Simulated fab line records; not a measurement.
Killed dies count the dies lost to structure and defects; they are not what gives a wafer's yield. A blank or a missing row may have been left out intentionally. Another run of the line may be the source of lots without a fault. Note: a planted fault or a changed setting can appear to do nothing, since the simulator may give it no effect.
A single fault, viewed from 2 desks | flow n5_finfet | numbers are kept per desk, each desk with only its own; the story behind them comes last

## THE METROLOGY DESK
What the gauges read, lot by lot, whatever tool the lot ran on: means of the sampled wafers that have a number. Marked OUT: a lot whose mean sits more than 4 standard deviations from the usual mean, which makes it out of limits; the brackets give that distance.
Columns: A = V5_OVL at N5_BEOL_M6_OVL_MEAS_29, usual 0.0 nm
lot  | first seen here | A
L956 | day 10 09:14    | 0.3
L957 | day 10 12:24    | -0.0
L959 | day 11 01:45    | 0.5
L961 | day 11 12:37    | 0.3
L960 | day 11 13:02    | 0.2
L965 | day 12 17:35    | -0.1
L967 | day 12 21:47    | -0.3
L972 | day 14 11:07    | 0.4
L974 | day 14 22:44    | -0.3
L975 | day 15 02:29    | -0.3
This desk's verdict: no lot among the 10 shows anything out of limits.

## FOR THE TOOL OWNER'S DESK: rie_diel-01
The tool's own readings at N5_BEOL_M6_ETCH_72 (etches underlayer in N2/H2, target depth 6.5 nm, time 5.2 s): means of the sampled wafers that have a number, for each lot that ran on this tool. Marked OUT: a lot whose mean sits more than 4 standard deviations from the usual mean, which makes it out of limits; the brackets give that distance. Shown are 7 of the 8 readings it has, namely the first that went out of limits plus those furthest out on some lot.
Columns: A = drypump_motor_current_A at N5_BEOL_M6_ETCH_72, usual 5.8 A; B = etch_rf_on_time_s at N5_BEOL_M6_ETCH_72, usual 5.20 s; C = h2_flow_sccm at N5_BEOL_M6_ETCH_72, usual 200.0 sccm; D = oes_product_au at N5_BEOL_M6_ETCH_72, usual 0.67 a.u.; E = rf_fwd_power_W at N5_BEOL_M6_ETCH_72, usual 819.6 W; F = rf_vpp_V at N5_BEOL_M6_ETCH_72, usual 523.4 V; G = showerhead_plenum_p_Torr at N5_BEOL_M6_ETCH_72, usual 2.52 Torr
lot  | first seen here | A   | B               | C     | D    | E     | F     | G
L957 | day 10 12:41    | 6.0 | 5.19            | 200.0 | 0.61 | 818.6 | 521.7 | 2.49
L959 | day 11 02:36    | 6.0 | 5.14            | 199.7 | 0.67 | 821.2 | 521.1 | 2.45
L961 | day 11 14:11    | 6.0 | 5.18            | 199.8 | 0.63 | 819.4 | 522.6 | 2.46
L960 | day 11 14:35    | 5.9 | 5.16            | 200.1 | 0.67 | 820.5 | 522.0 | 2.44
L967 | day 12 21:54    | 6.0 | 5.66 (+5.0) OUT | 200.2 | 0.65 | 818.7 | 521.8 | 2.48
This desk's verdict: out of limits on L967, starting with L967 at day 12 21:54 (etch_rf_on_time_s at N5_BEOL_M6_ETCH_72). In limits: L957, L959, L961, L960.

## TAKEN TOGETHER
The tool owner's desk could have raised an alarm at day 12 21:54, on L967.
The metrology desk saw nothing out of limits.
The metrology desk holds a record of L967, inside its limits.
All the named lots went through N5_BEOL_M6_ETCH_72 on rie_diel-01.

## WHAT WAS PUT IN BY THE SIMULATOR
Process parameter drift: rie_diel-01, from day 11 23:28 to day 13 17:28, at N5_BEOL_M6_ETCH_72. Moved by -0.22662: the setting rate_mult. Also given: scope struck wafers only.
Shown lots that were struck: L967.
Hours from the fault's start to each desk's first reading out of limits: the tool owner's desk, 22.
